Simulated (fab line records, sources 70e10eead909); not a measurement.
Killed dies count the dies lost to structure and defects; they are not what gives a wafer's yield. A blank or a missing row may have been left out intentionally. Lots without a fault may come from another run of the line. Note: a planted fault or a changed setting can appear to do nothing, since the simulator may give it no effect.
fab line records / flow nandHarc
record lots=5 wafers=15 lastDay=26
route steps=1159 shown P_ZERO_WELL@61 P_STI@69 END@1159
lots that met no fault: taken from a fault-free run of the same line
startH: start of the lot's first displayed wafer, in hours after the record's first day / waitH: hours elapsed since this lot's preceding step / " the same as in the row above / L1.1+2: a single row standing in for several wafers / - value missing, or start not given / * or withheld: withheld / < > ~ a bound
route shown NAME@n: NAME is a module with steps in the file, n the number in the route of the first one / usual: the fault-free wafers' mean and standard deviation / same: alike in all rows / chamber/n: place in a boat / sites: each site's reading / _std_site: the values' standard deviation / _edge_site: inner sites' mean taken away from outer sites' mean / radiusMm: how far each site lies from the wafer's centre / mask NAME#n: copy n / behind: tool/chamber where the wafer was last shaped / hold: what put the lot on hold/how long, in hours/how the hold closed / device: the n, p or np transistor that did not switch / end of line: the tests these same wafers got at the end of their route / a step without rows: its recipe alone / killed: not the wafer's yield, but the dies lost to structure and defects at the first sort / map: a wafer's dies, x killed, . not, _ none there
set.NAME: the setting the step ran with; set.NAME@STEP: the setting that earlier step ran with / model.NAME: the simulator's own value behind a step, which no gauge read
a table for each step, a row for each wafer; lots at some steps of the route
services: when a tool's chamber went out of use (startH, in hours from the record's first day, below 0 if earlier), for how many hours, and the reason
## steps
# step NHARC_P_ZERO_WELL_DESCUM_54
# recipe timeS=3 o2FlowSccm=200 arFlowSccm=0 biasPowerW=0 chemistry=O2
# usual drypumpMotorCurrentA=5.8/0.55 oesProductAu=0.999/0.013 rfVppV=57.9/0.87 showerheadPlenumPTorr=1.94/0.079 throttleValvePct=11.311/0.0092
# same timeS=3
lot.wafer=L842.4 tool=rieDiel-03 chamber=1 startH=24.09 waitH=- drypumpMotorCurrentA=6.1 oesProductAu=1.017 rfHoursCounterH=11 rfVppV=57.9 showerheadPlenumPTorr=1.82 throttleValvePct=11.310
lot.wafer=L842.2 tool=rieDiel-03 chamber=2 startH=24.09 waitH=- drypumpMotorCurrentA=5.3 oesProductAu=0.993 rfHoursCounterH=11 rfVppV=57.6 showerheadPlenumPTorr=1.97 throttleValvePct=11.298
lot.wafer=L842.5 tool=rieDiel-03 chamber=1 startH=24.09 waitH=- drypumpMotorCurrentA=6.1 oesProductAu=1.018 rfHoursCounterH=- rfVppV=56.8 showerheadPlenumPTorr=1.82 throttleValvePct=11.318
lot.wafer=L850.3 tool=rieDiel-11 chamber=1 startH=71.94 waitH=- drypumpMotorCurrentA=5.8 oesProductAu=0.997 rfHoursCounterH=3 rfVppV=57.1 showerheadPlenumPTorr=1.99 throttleValvePct=11.308
lot.wafer=L850.1 tool=rieDiel-11 chamber=2 startH=71.94 waitH=- drypumpMotorCurrentA=6.5 oesProductAu=1.009 rfHoursCounterH=3 rfVppV=58.2 showerheadPlenumPTorr=1.95 throttleValvePct=11.321
lot.wafer=L850.4 tool=rieDiel-11 chamber=2 startH=71.94 waitH=- drypumpMotorCurrentA=6.5 oesProductAu=1.017 rfHoursCounterH=- rfVppV=58.8 showerheadPlenumPTorr=1.95 throttleValvePct=11.300
lot.wafer=L859.1 tool=rieDiel-03 chamber=2 startH=126.15 waitH=- drypumpMotorCurrentA=5.3 oesProductAu=0.999 rfHoursCounterH=7 rfVppV=57.4 showerheadPlenumPTorr=1.96 throttleValvePct=11.316
lot.wafer=L859.3 tool=rieDiel-03 chamber=3 startH=126.15 waitH=- drypumpMotorCurrentA=6.4 oesProductAu=0.981 rfHoursCounterH=6 rfVppV=58.0 showerheadPlenumPTorr=1.88 throttleValvePct=11.326
lot.wafer=L859.5 tool=rieDiel-03 chamber=2 startH=126.15 waitH=- drypumpMotorCurrentA=5.3 oesProductAu=1.000 rfHoursCounterH=- rfVppV=59.2 showerheadPlenumPTorr=1.96 throttleValvePct=11.321
lot.wafer=L862.2 tool=rieDiel-10 chamber=1 startH=144.07 waitH=- drypumpMotorCurrentA=5.7 oesProductAu=0.987 rfHoursCounterH=10 rfVppV=57.3 showerheadPlenumPTorr=1.85 throttleValvePct=11.307
lot.wafer=L862.4 tool=rieDiel-10 chamber=3 startH=144.07 waitH=- drypumpMotorCurrentA=5.0 oesProductAu=1.001 rfHoursCounterH=10 rfVppV=58.3 showerheadPlenumPTorr=2.06 throttleValvePct=11.306
lot.wafer=L862.5 tool=rieDiel-10 chamber=0 startH=144.07 waitH=- drypumpMotorCurrentA=5.8 oesProductAu=1.012 rfHoursCounterH=- rfVppV=56.8 showerheadPlenumPTorr=1.85 throttleValvePct=11.322
lot.wafer=L864.1 tool=rieDiel-10 chamber=2 startH=155.84 waitH=- drypumpMotorCurrentA=5.4 oesProductAu=0.993 rfHoursCounterH=10 rfVppV=56.8 showerheadPlenumPTorr=1.83 throttleValvePct=11.307
lot.wafer=L864.2 tool=rieDiel-10 chamber=0 startH=155.84 waitH=- drypumpMotorCurrentA=5.8 oesProductAu=1.008 rfHoursCounterH=11 rfVppV=58.3 showerheadPlenumPTorr=1.85 throttleValvePct=11.300
lot.wafer=L864.5 tool=rieDiel-10 chamber=1 startH=155.84 waitH=- drypumpMotorCurrentA=5.8 oesProductAu=0.989 rfHoursCounterH=- rfVppV=57.8 showerheadPlenumPTorr=1.85 throttleValvePct=11.301
# step NHARC_P_ZERO_WELL_IMPLANT_55
# recipe energyKev=180 doseCm2=8e+11 tiltDeg=7
# step NHARC_P_ZERO_WELL_IMPLANT_61
# recipe energyKev=30 doseCm2=5e+11 tiltDeg=7
# step NHARC_P_ZERO_WELL_STRIP_56
# recipe timeS=840 tempC=130 chemistry=SPM
# step NHARC_P_ZERO_WELL_PRECLEAN_68
# recipe timeS=60 tempC=50 bathAgeMin=0 chemistry=SC1
# step NHARC_P_ZERO_WELL_SRD_69
# step NHARC_P_ZERO_WELL_RTA_42
# recipe tempC=1100 timeS=300
# usual lampPowerPct=36.5/2.1 lamp_zone_6_pct=36.5/2.1 wafer_temp_C_max=1104.6/1.3
# same timeS=300
lot.wafer=L842.2 tool=rtpAnneal-01 chamber=0 startH=25.16 waitH=- lampPowerPct=38.7 lamp_zone_6_pct=38.6 wafer_temp_C_max=1105.0
lot.wafer=L842.4 tool=rtpAnneal-01 chamber=0 startH=25.16 waitH=- lampPowerPct=38.6 lamp_zone_6_pct=38.6 wafer_temp_C_max=1106.5
lot.wafer=L842.5 tool=rtpAnneal-01 chamber=0 startH=25.16 waitH=- lampPowerPct=38.7 lamp_zone_6_pct=38.6 wafer_temp_C_max=1106.7
lot.wafer=L850.1 tool=rtpAnneal-02 chamber=0 startH=72.92 waitH=- lampPowerPct=34.4 lamp_zone_6_pct=34.4 wafer_temp_C_max=1103.6
lot.wafer=L850.3 tool=rtpAnneal-02 chamber=0 startH=72.92 waitH=- lampPowerPct=34.4 lamp_zone_6_pct=34.3 wafer_temp_C_max=1103.5
lot.wafer=L850.4 tool=rtpAnneal-02 chamber=0 startH=72.92 waitH=- lampPowerPct=34.3 lamp_zone_6_pct=34.4 wafer_temp_C_max=1102.1
lot.wafer=L859.1 tool=rtpAnneal-02 chamber=0 startH=127.19 waitH=- lampPowerPct=34.5 lamp_zone_6_pct=34.4 wafer_temp_C_max=1104.1
lot.wafer=L859.3 tool=rtpAnneal-02 chamber=0 startH=127.19 waitH=- lampPowerPct=34.4 lamp_zone_6_pct=34.4 wafer_temp_C_max=1102.5
lot.wafer=L859.5 tool=rtpAnneal-02 chamber=0 startH=127.19 waitH=- lampPowerPct=34.4 lamp_zone_6_pct=34.3 wafer_temp_C_max=1104.3
lot.wafer=L862.2 tool=rtpAnneal-01 chamber=0 startH=145.14 waitH=- lampPowerPct=38.7 lamp_zone_6_pct=38.7 wafer_temp_C_max=1105.5
lot.wafer=L862.4 tool=rtpAnneal-01 chamber=0 startH=145.14 waitH=- lampPowerPct=38.7 lamp_zone_6_pct=38.7 wafer_temp_C_max=1106.4
lot.wafer=L862.5 tool=rtpAnneal-01 chamber=0 startH=145.14 waitH=- lampPowerPct=38.7 lamp_zone_6_pct=38.7 wafer_temp_C_max=1105.1
lot.wafer=L864.1 tool=rtpAnneal-02 chamber=0 startH=156.82 waitH=- lampPowerPct=34.4 lamp_zone_6_pct=34.4 wafer_temp_C_max=1102.6
lot.wafer=L864.2 tool=rtpAnneal-02 chamber=0 startH=156.82 waitH=- lampPowerPct=34.5 lamp_zone_6_pct=34.4 wafer_temp_C_max=1103.1
lot.wafer=L864.5 tool=rtpAnneal-02 chamber=0 startH=156.82 waitH=- lampPowerPct=34.4 lamp_zone_6_pct=34.3 wafer_temp_C_max=1103.4
# step NHARC_P_ZERO_WELL_INSPECT_43
# usual rawDefectCount=13/5.8
lot.wafer=L842.2 tool=defectInspect-02 chamber=- startH=25.73 waitH=0.5 rawDefectCount=8
lot.wafer=L842.4 tool=defectInspect-02 chamber=- startH=25.73 waitH=0.5 rawDefectCount=12
lot.wafer=L842.5 tool=defectInspect-02 chamber=- startH=25.73 waitH=0.5 rawDefectCount=9
lot.wafer=L850.1 tool=defectInspect-02 chamber=- startH=73.60 waitH=0.6 rawDefectCount=10
lot.wafer=L850.3 tool=defectInspect-02 chamber=- startH=73.60 waitH=0.6 rawDefectCount=6
lot.wafer=L850.4 tool=defectInspect-02 chamber=- startH=73.60 waitH=0.6 rawDefectCount=7
lot.wafer=L859.1 tool=defectInspect-02 chamber=- startH=127.88 waitH=0.6 rawDefectCount=8
lot.wafer=L859.3 tool=defectInspect-02 chamber=- startH=127.88 waitH=0.6 rawDefectCount=7
lot.wafer=L859.5 tool=defectInspect-02 chamber=- startH=127.88 waitH=0.6 rawDefectCount=15
lot.wafer=L862.2 tool=defectInspect-01 chamber=- startH=145.72 waitH=0.5 rawDefectCount=11
lot.wafer=L862.4 tool=defectInspect-01 chamber=- startH=145.72 waitH=0.5 rawDefectCount=13
lot.wafer=L862.5 tool=defectInspect-01 chamber=- startH=145.72 waitH=0.5 rawDefectCount=11
lot.wafer=L864.1 tool=defectInspect-01 chamber=- startH=157.52 waitH=0.6 rawDefectCount=15
lot.wafer=L864.2 tool=defectInspect-01 chamber=- startH=157.52 waitH=0.6 rawDefectCount=3
lot.wafer=L864.5 tool=defectInspect-01 chamber=- startH=157.52 waitH=0.6 rawDefectCount=16
# step NHARC_P_STI_ETCH_26
# recipe targetDepthA=110 chemistry=dHF material=SiO2
# step NHARC_P_STI_PRECLEAN_27
# recipe timeS=* tempC=50 bathAgeMin=0 chemistry=SC1
# step NHARC_P_STI_SRD_28
# step NHARC_P_STI_OXIDE_29
# recipe targetThkA=100 tempC=900 oxTimeS=1362 material=SiO2
# step NHARC_P_STI_HM_DEP_30
# recipe targetThkA=800 tempC=790 pressureMtorr=300 timeS=873 material=Si3N4
# usual pressureMtorr=300.1/0.58 spikeTcLowerC=790.0/1.8
# same timeS=873
lot.wafer=L842.2 tool=lpcvd-01 chamber=0 startH=39.25 waitH=3.6 pressureMtorr=299.9 spikeTcLowerC=788.4
lot.wafer=L842.4 tool=lpcvd-01 chamber=0 startH=39.25 waitH=3.6 pressureMtorr=299.3 spikeTcLowerC=789.6
lot.wafer=L842.5 tool=lpcvd-01 chamber=0 startH=39.25 waitH=3.6 pressureMtorr=299.3 spikeTcLowerC=790.6
lot.wafer=L850.1 tool=lpcvd-02 chamber=1 startH=84.87 waitH=3.6 pressureMtorr=299.2 spikeTcLowerC=789.8
lot.wafer=L850.3 tool=lpcvd-02 chamber=1 startH=84.87 waitH=3.6 pressureMtorr=299.3 spikeTcLowerC=788.6
lot.wafer=L850.4 tool=lpcvd-02 chamber=1 startH=84.87 waitH=3.6 pressureMtorr=299.8 spikeTcLowerC=788.8
lot.wafer=L859.1 tool=lpcvd-01 chamber=0 startH=140.11 waitH=3.6 pressureMtorr=299.5 spikeTcLowerC=788.5
lot.wafer=L859.3 tool=lpcvd-01 chamber=0 startH=140.11 waitH=3.6 pressureMtorr=298.9 spikeTcLowerC=788.9
lot.wafer=L859.5 tool=lpcvd-01 chamber=0 startH=140.11 waitH=3.6 pressureMtorr=299.2 spikeTcLowerC=789.4
lot.wafer=L862.2 tool=lpcvd-01 chamber=0 startH=157.20 waitH=3.6 pressureMtorr=300.0 spikeTcLowerC=789.0
lot.wafer=L862.4 tool=lpcvd-01 chamber=0 startH=157.20 waitH=3.6 pressureMtorr=300.9 spikeTcLowerC=789.0
lot.wafer=L862.5 tool=lpcvd-01 chamber=0 startH=157.20 waitH=3.6 pressureMtorr=301.1 spikeTcLowerC=789.4
lot.wafer=L864.1 tool=lpcvd-02 chamber=0 startH=168.74 waitH=3.6 pressureMtorr=300.7 spikeTcLowerC=791.6
lot.wafer=L864.2 tool=lpcvd-02 chamber=0 startH=168.74 waitH=3.6 pressureMtorr=300.6 spikeTcLowerC=791.3
lot.wafer=L864.5 tool=lpcvd-02 chamber=0 startH=168.74 waitH=3.6 pressureMtorr=300.4 spikeTcLowerC=791.6
# step NHARC_P_STI_DEHYDRATE_01
# recipe tempC=150 timeS=120
# step NHARC_P_STI_HMDS_02
# recipe timeS=30
# step NHARC_P_STI_COAT_41
# recipe tempC=200 timeS=65
# step NHARC_P_STI_COAT_03
# recipe spinRpm=2000 resistThkNm=600
# step NHARC_P_STI_SOFTBAKE_04
# recipe tempC=125 timeS=70
# step NHARC_P_STI_EBR_05
# step NHARC_P_STI_EXPOSE_06
# recipe na=0.55 targetCdNm=200 doseMj=37.69 maskId=P_STI
# step NHARC_P_STI_PEB_07
# recipe pebTempC=128 pebTimeS=80
# step NHARC_P_STI_DEVELOP_08
# recipe timeS=50 devTempC=22
# step NHARC_P_STI_CD_MEAS_09
# recipe targetCdNm=200 landingEnergyEv=500
# usual cdNm=199.8/2.6
lot.wafer=L842.2 tool=cdSem-03 chamber=0 startH=43.43 waitH=- cdNm=200.3
lot.wafer=L842.4 tool=cdSem-03 chamber=0 startH=43.43 waitH=- cdNm=199.4
lot.wafer=L842.5 tool=cdSem-03 chamber=0 startH=43.43 waitH=- cdNm=195.6
lot.wafer=L850.1 tool=cdSem-03 chamber=0 startH=89.00 waitH=- cdNm=201.7
lot.wafer=L850.3 tool=cdSem-03 chamber=0 startH=89.00 waitH=- cdNm=200.0
lot.wafer=L850.4 tool=cdSem-03 chamber=0 startH=89.00 waitH=- cdNm=198.8
lot.wafer=L859.1 tool=cdSem-03 chamber=0 startH=144.27 waitH=- cdNm=201.9
lot.wafer=L859.3 tool=cdSem-03 chamber=0 startH=144.27 waitH=- cdNm=199.2
lot.wafer=L859.5 tool=cdSem-03 chamber=0 startH=144.27 waitH=- cdNm=201.5
lot.wafer=L862.2 tool=cdSem-03 chamber=0 startH=161.36 waitH=- cdNm=198.8
lot.wafer=L862.4 tool=cdSem-03 chamber=0 startH=161.36 waitH=- cdNm=197.1
lot.wafer=L862.5 tool=cdSem-03 chamber=0 startH=161.36 waitH=- cdNm=200.8
lot.wafer=L864.1 tool=cdSem-02 chamber=0 startH=172.84 waitH=- cdNm=203.6
lot.wafer=L864.2 tool=cdSem-02 chamber=0 startH=172.84 waitH=- cdNm=202.6
lot.wafer=L864.5 tool=cdSem-02 chamber=0 startH=172.84 waitH=- cdNm=201.3
# step NHARC_P_STI_OVL_MEAS_10
# usual overlayXNm=-1/5.8 overlayYNm=1/6.3
lot.wafer=L842.2 tool=overlay-02 chamber=- startH=43.52 waitH=- overlayXNm=-6 overlayYNm=-12
lot.wafer=L842.4 tool=overlay-02 chamber=- startH=43.52 waitH=- overlayXNm=-6 overlayYNm=-12
lot.wafer=L842.5 tool=overlay-02 chamber=- startH=43.52 waitH=- overlayXNm=-6 overlayYNm=-12
lot.wafer=L850.1 tool=overlay-01 chamber=- startH=89.09 waitH=- overlayXNm=-5 overlayYNm=4
lot.wafer=L850.3 tool=overlay-01 chamber=- startH=89.09 waitH=- overlayXNm=-5 overlayYNm=4
lot.wafer=L850.4 tool=overlay-01 chamber=- startH=89.09 waitH=- overlayXNm=-5 overlayYNm=4
lot.wafer=L859.1 tool=overlay-01 chamber=- startH=144.36 waitH=- overlayXNm=-8 overlayYNm=6
lot.wafer=L859.3 tool=overlay-01 chamber=- startH=144.36 waitH=- overlayXNm=-8 overlayYNm=5
lot.wafer=L859.5 tool=overlay-01 chamber=- startH=144.36 waitH=- overlayXNm=-8 overlayYNm=7
lot.wafer=L862.2 tool=overlay-01 chamber=- startH=161.45 waitH=- overlayXNm=-1 overlayYNm=-9
lot.wafer=L862.4 tool=overlay-01 chamber=- startH=161.45 waitH=- overlayXNm=-1 overlayYNm=-10
lot.wafer=L862.5 tool=overlay-01 chamber=- startH=161.45 waitH=- overlayXNm=-1 overlayYNm=-9
lot.wafer=L864.1 tool=overlay-01 chamber=- startH=172.92 waitH=- overlayXNm=-3 overlayYNm=-7
lot.wafer=L864.2 tool=overlay-01 chamber=- startH=172.92 waitH=- overlayXNm=-4 overlayYNm=-7
lot.wafer=L864.5 tool=overlay-01 chamber=- startH=172.92 waitH=- overlayXNm=-3 overlayYNm=-8
# step NHARC_P_STI_INSPECT_11
# usual rawDefectCount=6/3.3
lot.wafer=L842.2 tool=defectInspect-01 chamber=- startH=43.56 waitH=0.0 hold=- rawDefectCount=5
lot.wafer=L842.4 tool=defectInspect-01 chamber=- startH=43.56 waitH=0.0 hold=- rawDefectCount=6
lot.wafer=L842.5 tool=defectInspect-01 chamber=- startH=43.56 waitH=0.0 hold=- rawDefectCount=14
lot.wafer=L850.1 tool=defectInspect-01 chamber=- startH=89.13 waitH=0.0 hold=- rawDefectCount=3
lot.wafer=L850.3 tool=defectInspect-01 chamber=- startH=89.13 waitH=0.0 hold=- rawDefectCount=3
lot.wafer=L850.4 tool=defectInspect-01 chamber=- startH=89.13 waitH=0.0 hold=- rawDefectCount=11
lot.wafer=L859.1 tool=defectInspect-02 chamber=- startH=144.40 waitH=0.0 hold=- rawDefectCount=4
lot.wafer=L859.3 tool=defectInspect-02 chamber=- startH=144.40 waitH=0.0 hold=- rawDefectCount=8
lot.wafer=L859.5 tool=defectInspect-02 chamber=- startH=144.40 waitH=0.0 hold=- rawDefectCount=10
lot.wafer=L862.2 tool=defectInspect-01 chamber=- startH=161.48 waitH=0.0 hold=awaitDispo/0.2h/release rawDefectCount=17
lot.wafer=L862.4 tool=defectInspect-01 chamber=- startH=161.48 waitH=0.0 hold=awaitDispo/0.2h/release rawDefectCount=16
lot.wafer=L862.5 tool=defectInspect-01 chamber=- startH=161.48 waitH=0.0 hold=awaitDispo/0.2h/release rawDefectCount=26
lot.wafer=L862.2 tool=defectInspect-01 chamber=- startH=161.66 waitH=0.2 hold=- rawDefectCount=15
lot.wafer=L862.4 tool=defectInspect-01 chamber=- startH=161.66 waitH=0.2 hold=- rawDefectCount=16
lot.wafer=L862.5 tool=defectInspect-01 chamber=- startH=161.66 waitH=0.2 hold=- rawDefectCount=23
lot.wafer=L864.1 tool=defectInspect-01 chamber=- startH=172.96 waitH=0.0 hold=- rawDefectCount=8
lot.wafer=L864.2 tool=defectInspect-01 chamber=- startH=172.96 waitH=0.0 hold=- rawDefectCount=5
lot.wafer=L864.5 tool=defectInspect-01 chamber=- startH=172.96 waitH=0.0 hold=- rawDefectCount=7
# step NHARC_END_SORT_01
# recipe tempC=25
# usual killedAtArray=25/7.8 killedAtOther=0.6/0.81 killedAtPeriphery=3.3/2.2 killedDies=29/8.2 killedOpen=3.5/1.9 killedShort=1.8/1.3
# same grossDies=677
lot.wafer=L862.2 tool=prober-01 chamber=0 startH=614.99 waitH=2.8 killedAtArray=21 killedAtOther=0 killedAtPeriphery=10 killedDies=31 killedOpen=3 killedShort=2
lot.wafer=L862.4 tool=prober-01 chamber=0 startH=616.56 waitH=3.4 killedAtArray=25 killedAtOther=0 killedAtPeriphery=14 killedDies=39 killedOpen=3 killedShort=4
lot.wafer=L862.5 tool=prober-01 chamber=0 startH=617.35 waitH=3.6 killedAtArray=35 killedAtOther=1 killedAtPeriphery=14 killedDies=50 killedOpen=7 killedShort=2
# killed by level:class
L862.2 A_CONTACT:chamberFilmFlake=11 P_STI:unspecified=7 A_CHANNEL_HOLE_D1:chamberFilmFlake=5 P_GATE:geometricParticle:open=1 A_CHANNEL_FILL_D1:geometricParticle:open=1 A_CHANNEL_FILL_D1:geometricParticle:short=1 A_WL_FILL:geometricParticle:short=1 A_WL_FILL:geometricParticle:open=1
L862.4 P_STI:unspecified=14 A_CONTACT:chamberFilmFlake=14 A_ONON_D1:geometricParticle:short=3 A_CHANNEL_HOLE_D1:chamberFilmFlake=3 A_ONON_D1:geometricParticle:open=1 A_CHANNEL_FILL_D1:geometricParticle:open=1 A_WL_FILL:geometricParticle:short=1 A_M0:geometricParticle:open=1
L862.5 A_CONTACT:chamberFilmFlake=17 P_STI:unspecified=13 A_STAIRCASE:chamberFilmFlake=6 A_CHANNEL_HOLE_D1:chamberFilmFlake=5 A_M0:geometricParticle:open=2 P_M0:geometricParticle:open=1 A_ONON_D1:geometricParticle:short=1 A_CHANNEL_HOLE_D1:geometricParticle:open=1
# map L862.5 (x killed, . not)
____________.____________
_________......._________
_______..........._______
______.............______
_____.............x._____
____...........x.....____
____.................____
___...................___
___...........x..x.x..___
__.......x.............__
__.....xxx.............__
_......................._
_........x.....x.x......_
_....xxx.......x.x......_
_....xx......x......x..._
_.....x.xx......x......._
..x.....x..xx.....x......
.....x...................
.x.....x.................
........xx.xx.......x....
...............x...x.....
_.............x........._
_.....................x._
_......................._
_.x........x.........x.._
_................x......_
__.....................__
__.....................__
___...................___
___..............x....___
____.................____
____.........xx......____
_____..............._____
______.............______
_______..........._______
_________.x....._________
____________.____________
# map L842.4 (x killed, . not)
____________.____________
_________..x...._________
_______.........xx_______
______..........xx.______
_____............xxx_____
____........x.x..xxx.____
____.....x.......x...____
___..................x___
___....x...x..........___
__........x......x.....__
__........x...........x__
_......................._
_......x........x......._
_......................._
_......................._
_........x.............._
........x................
.........................
.........................
.........................
.........................
_......................._
_.......x.......x......._
_......................._
_.x..............x......_
_..x.............x......_
__....x................__
__.....................__
___.......x..........x___
___..x.......x........___
____.................____
____.................____
_____..............._____
______.........x...______
_______..........._______
_________......._________
____________.____________
## services
tool=rieDiel-10 chamber=0 startH=8.50 hours=- kind=clean
tool=rieDiel-10 chamber=1 startH=8.50 hours=- kind=clean
tool=rieDiel-10 chamber=2 startH=8.50 hours=- kind=clean
tool=rieDiel-10 chamber=3 startH=8.50 hours=- kind=clean
tool=rieDiel-11 chamber=- startH=12.50 hours=9.0 kind=pm
tool=rieDiel-03 chamber=0 startH=17.31 hours=- kind=clean
tool=rieDiel-03 chamber=1 startH=17.31 hours=- kind=clean
tool=rieDiel-03 chamber=2 startH=17.31 hours=- kind=clean
tool=rieDiel-03 chamber=3 startH=17.31 hours=- kind=clean
tool=rieDiel-03 chamber=- startH=22.27 hours=1.0 kind=repair
tool=rieDiel-10 chamber=0 startH=33.00 hours=- kind=clean
tool=rieDiel-10 chamber=1 startH=33.00 hours=- kind=clean
tool=rieDiel-10 chamber=2 startH=33.00 hours=- kind=clean
tool=rieDiel-10 chamber=3 startH=33.00 hours=- kind=clean
tool=rieDiel-03 chamber=- startH=38.30 hours=9.0 kind=pm
tool=rieDiel-03 chamber=0 startH=38.30 hours=9.0 kind=ventCycle
tool=rieDiel-11 chamber=0 startH=56.40 hours=16.5 kind=repair
tool=rieDiel-11 chamber=- startH=101.03 hours=0.3 kind=repair
tool=rieDiel-03 chamber=- startH=101.96 hours=1.0 kind=repair
tool=rieDiel-03 chamber=0 startH=111.83 hours=30.8 kind=repair
tool=rieDiel-11 chamber=2 startH=128.29 hours=6.4 kind=repair
tool=rieDiel-03 chamber=2 startH=157.31 hours=12.0 kind=repair
tool=rieDiel-10 chamber=2 startH=161.02 hours=4.8 kind=repair
tool=rieDiel-10 chamber=0 startH=165.64 hours=6.9 kind=repair
## key
firstSign step=NHARC_P_STI_INSPECT_11 reading=visit direction=added
effect step=NHARC_P_STI_INSPECT_11 reading=rawDefectCount direction=up sigmas=4.1 usual=6 struck=20
effect step=NHARC_END_SORT_01 reading=killedAtPeriphery direction=up sigmas=4.3 usual=3.3 struck=12.7
metAt NHARC_P_STI_HM_DEP_30
struckWafers L862.2,L862.4,L862.5
testerLeftOut L862
onsetBetween 140.11 157.20
alsoFits NHARC_P_ZERO_WELL_RTA_42:rtpAnneal-01
fault kind=chamberParticleSource tool=lpcvd-01 chamber=0 onsetH=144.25 steps=NHARC_P_STI_HM_DEP_30 ratePerVisitCm2=0.015013 endH=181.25
# testerLeftOut: of these lots the tester's yield and bins aren't shown, on N5 and GAA mostly nor the transistor test; their killed dies are dies lost to structure and defects alone, not to doping, threshold or leakage, so they don't give the yield
